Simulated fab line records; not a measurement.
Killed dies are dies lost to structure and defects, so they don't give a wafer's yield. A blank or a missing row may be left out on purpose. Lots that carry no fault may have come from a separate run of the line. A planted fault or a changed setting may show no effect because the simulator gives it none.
Matching of chambers / flow n5 finfet / N5_HKMG_FIN_DESCUM_17 on rie diel-04 has 4 sister chambers
The step chemistry O2, time 7.9 s. 8 wafers are shown with their chamber, then 7 later ones without.

== WAFERS WITH THEIR CHAMBER ==
wafer=L083.2; chamber=0; showerhead plenum p Torr (Torr)=2.13; throttle valve pct (%)=20.18
wafer=L085.1; chamber=1; showerhead plenum p Torr (Torr)=2.00; throttle valve pct (%)=20.61
wafer=L085.2; chamber=2; showerhead plenum p Torr (Torr)=2.12; throttle valve pct (%)=20.39
wafer=L086.2; chamber=1; showerhead plenum p Torr (Torr)=2.00; throttle valve pct (%)=20.60
wafer=L086.4; chamber=2; showerhead plenum p Torr (Torr)=2.11; throttle valve pct (%)=20.40
wafer=L086.6; chamber=3; showerhead plenum p Torr (Torr)=2.04; throttle valve pct (%)=20.58
wafer=L090.1; chamber=0; showerhead plenum p Torr (Torr)=2.13; throttle valve pct (%)=20.19
wafer=L090.3; chamber=3; showerhead plenum p Torr (Torr)=2.04; throttle valve pct (%)=20.59

== WAFERS WITHOUT THEIR CHAMBER ==
wafer=L090.5; showerhead plenum p Torr (Torr)=2.13; throttle valve pct (%)=20.19
wafer=L093.3; showerhead plenum p Torr (Torr)=2.11; throttle valve pct (%)=20.41
wafer=L093.4; showerhead plenum p Torr (Torr)=2.00; throttle valve pct (%)=20.62
wafer=L093.6; showerhead plenum p Torr (Torr)=2.00; throttle valve pct (%)=20.62
wafer=L096.2; showerhead plenum p Torr (Torr)=2.11; throttle valve pct (%)=20.43
wafer=L096.3; showerhead plenum p Torr (Torr)=2.13; throttle valve pct (%)=20.22
wafer=L096.4; showerhead plenum p Torr (Torr)=2.03; throttle valve pct (%)=20.61

== CHAMBER TAKEN BY EACH ==
wafer=L090.5; from the rows above=0; in truth=0
wafer=L093.3; from the rows above=2; in truth=2
wafer=L093.4; from the rows above=1; in truth=1
wafer=L093.6; from the rows above=1; in truth=1
wafer=L096.2; from the rows above=2; in truth=2
wafer=L096.3; from the rows above=0; in truth=0
wafer=L096.4; from the rows above=3; in truth=3
7 of 7 placed correctly. From these rows, 0 cannot be placed. Number placed wrongly: 0.
How it was worked out, from the rows above alone: a wafer's distance from a chamber is the root of the sum, over the readings, of the square of ((its reading less the chamber's mean) divided by the reading's scatter). The wafer belongs to the nearest chamber; if the next one is less than 2 further off, it can't be placed. A chamber's mean is the mean of its shown wafers. How the scatter is found: for the shown wafers, subtract from each reading the mean of its chamber, square and add these, divide the total by (wafers less chambers), then take the root.
